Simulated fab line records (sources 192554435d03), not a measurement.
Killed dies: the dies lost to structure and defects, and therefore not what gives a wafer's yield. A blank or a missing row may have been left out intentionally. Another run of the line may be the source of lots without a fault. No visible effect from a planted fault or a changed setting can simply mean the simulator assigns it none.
Chamber matching + flow n5-finfet + N5_BEOL_M5_CURE_80 on uv-cure-03: 3 sister chambers
The step cures SiCOH lowk, time 120 s. 6 wafers are shown with their chamber, then 12 later ones without.

## WAFERS, EACH WITH ITS CHAMBER
| wafer  | chamber | wafer_temp_C_max | lamp-power-pct (%) |
|--------|---------|------------------|--------------------|
| L076.4 | 0       | 371.6            | 52.30              |
| L076.6 | 0       | 371.7            | 52.34              |
| L083.4 | 2       | 371.3            | 52.24              |
| L083.6 | 2       | 370.4            | 52.31              |
| L088.5 | 1       | 372.2            | 52.41              |
| L088.6 | 1       | 371.5            | 52.36              |

## WAFERS WITHOUT THEIR CHAMBER
| wafer  | wafer_temp_C_max | lamp-power-pct (%) |
|--------|------------------|--------------------|
| L088.2 | 371.6            | 52.33              |
| L088.3 | 372.9            | 52.34              |
| L088.4 | 371.8            | 52.30              |
| L090.3 | 371.8            | 52.33              |
| L090.4 | 372.0            | 52.29              |
| L090.6 | 372.1            | 52.21              |
| L091.2 | 371.5            | 52.25              |
| L091.5 | 372.2            | 52.25              |
| L091.6 | 372.4            | 52.27              |
| L092.3 | 371.7            | 52.31              |
| L092.5 | 371.2            | 52.31              |
| L092.6 | 371.3            | 52.28              |

## CHAMBER TAKEN BY EACH
| wafer  | from the rows above          | in truth |
|--------|------------------------------|----------|
| L088.2 | can't be placed: 0 or 1 or 2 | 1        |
| L088.3 | can't be placed: 1 or 0      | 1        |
| L088.4 | can't be placed: 0 or 2 or 1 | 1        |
| L090.3 | can't be placed: 0 or 1      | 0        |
| L090.4 | can't be placed: 0 or 1 or 2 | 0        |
| L090.6 | can't be placed: 0 or 2 or 1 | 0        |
| L091.2 | can't be placed: 2 or 0      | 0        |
| L091.5 | can't be placed: 0 or 2 or 1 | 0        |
| L091.6 | can't be placed: 0 or 1 or 2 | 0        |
| L092.3 | can't be placed: 0 or 1 or 2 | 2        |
| L092.5 | can't be placed: 0 or 2 or 1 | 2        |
| L092.6 | can't be placed: 2 or 0 or 1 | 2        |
Correctly placed: 0 of 12. From these rows, 12 cannot be placed; in 12 the true chamber is one of the candidates. Number placed wrongly: 0.
How it was worked out, from the rows above alone: a wafer's distance from a chamber is the root of the sum, over the readings, of the square of ((its reading less the chamber's mean) divided by the reading's scatter). If the next closest chamber is less than 2 further off than the closest, the wafer can't be placed; otherwise it belongs to the closest. A chamber's mean is the mean of its shown wafers. The scatter is the square root of a quotient: the sum, over the shown wafers, of each reading's squared deviation from its chamber's mean, divided by wafers minus chambers.
